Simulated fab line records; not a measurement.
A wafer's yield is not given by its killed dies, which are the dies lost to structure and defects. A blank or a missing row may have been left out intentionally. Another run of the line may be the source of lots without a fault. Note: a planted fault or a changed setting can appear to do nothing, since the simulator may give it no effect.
Matching of chambers ; flow nand-harc ; NHARC_A_CONTACT_ETCH_90 on rie-diel-13: 4 sister chambers
The step etches the open film in CH3F/O2, target depth 40 nm, time 85.7 s. 24 wafers are shown with their chamber, then 12 later ones without.

WAFERS WITH THEIR CHAMBER
wafer;chamber;showerhead-plenum-p-Torr (Torr);drypump-motor-current-A (A);rf-vpp-V (V)
L074.2;2;2.36;6.0;242.8
L074.3;1;2.35;5.5;243.3
L074.4;3;2.52;6.0;245.7
L075.3;3;2.52;6.0;244.5
L075.4;1;2.35;5.4;243.7
L075.6;0;2.33;5.2;240.0
L076.1;2;2.36;6.0;242.9
L076.5;1;2.35;5.4;243.2
L076.6;0;2.33;5.2;241.0
L077.1;1;2.35;5.4;242.6
L077.5;3;2.51;6.0;243.8
L077.6;1;2.35;5.5;242.1
L080.1;0;2.33;5.2;243.5
L080.3;3;2.51;6.0;245.0
L080.6;3;2.51;6.0;245.5
L078.1;3;2.51;6.0;244.1
L078.2;0;2.33;5.2;245.2
L078.4;3;2.51;6.0;246.8
L084.1;0;2.33;5.2;243.0
L084.2;1;2.35;5.4;242.8
L084.5;3;2.51;5.9;244.2
L085.1;0;2.33;5.2;242.1
L085.4;2;2.36;5.9;241.5
L085.6;0;2.33;5.2;242.5

SIGNATURES (means of the wafers above)
reading;chamber 0;chamber 1;chamber 2;chamber 3;scatter within a chamber
showerhead-plenum-p-Torr;2.3300;2.3500;2.3600;2.5125;0.00274
drypump-motor-current-A;5.200;5.433;5.967;5.987;0.0379
rf-vpp-V;242.471;242.950;242.400;244.950;1.16
Rule: distance of a wafer from a chamber = root of the sum over the readings of ((wafer's reading minus chamber's mean) / reading's scatter) squared. The wafer belongs to the nearest chamber; if the next one is less than 2 further off, it can't be placed. The scatter: the root of (the sum of the squares of (reading less its chamber's mean) over the shown wafers, divided by (wafers less chambers)).

WAFERS WHOSE CHAMBER IS MISSING
wafer;showerhead-plenum-p-Torr (Torr);drypump-motor-current-A (A);rf-vpp-V (V)
L083.1;2.36;6.0;242.6
L083.3;2.51;6.0;245.9
L083.6;2.33;5.2;242.6
L091.1;2.51;6.0;246.0
L091.3;2.32;5.2;243.7
L091.4;2.35;6.0;242.9
L094.4;2.32;5.2;241.9
L094.5;2.35;6.0;242.8
L094.6;2.34;5.5;243.6
L096.3;2.32;5.2;242.9
L096.4;2.34;5.5;242.1
L096.6;2.32;5.2;243.5

CHAMBER TAKEN BY EACH
wafer;from the rows above;in truth
L083.1;2;2
L083.3;3;3
L083.6;0;0
L091.1;3;3
L091.3;0;0
L091.4;2;2
L094.4;0;0
L094.5;2;2
L094.6;1;1
L096.3;0;0
L096.4;1;1
L096.6;0;0
Placed correctly: 12 of 12. From these rows, 0 cannot be placed. Placed wrongly: 0.
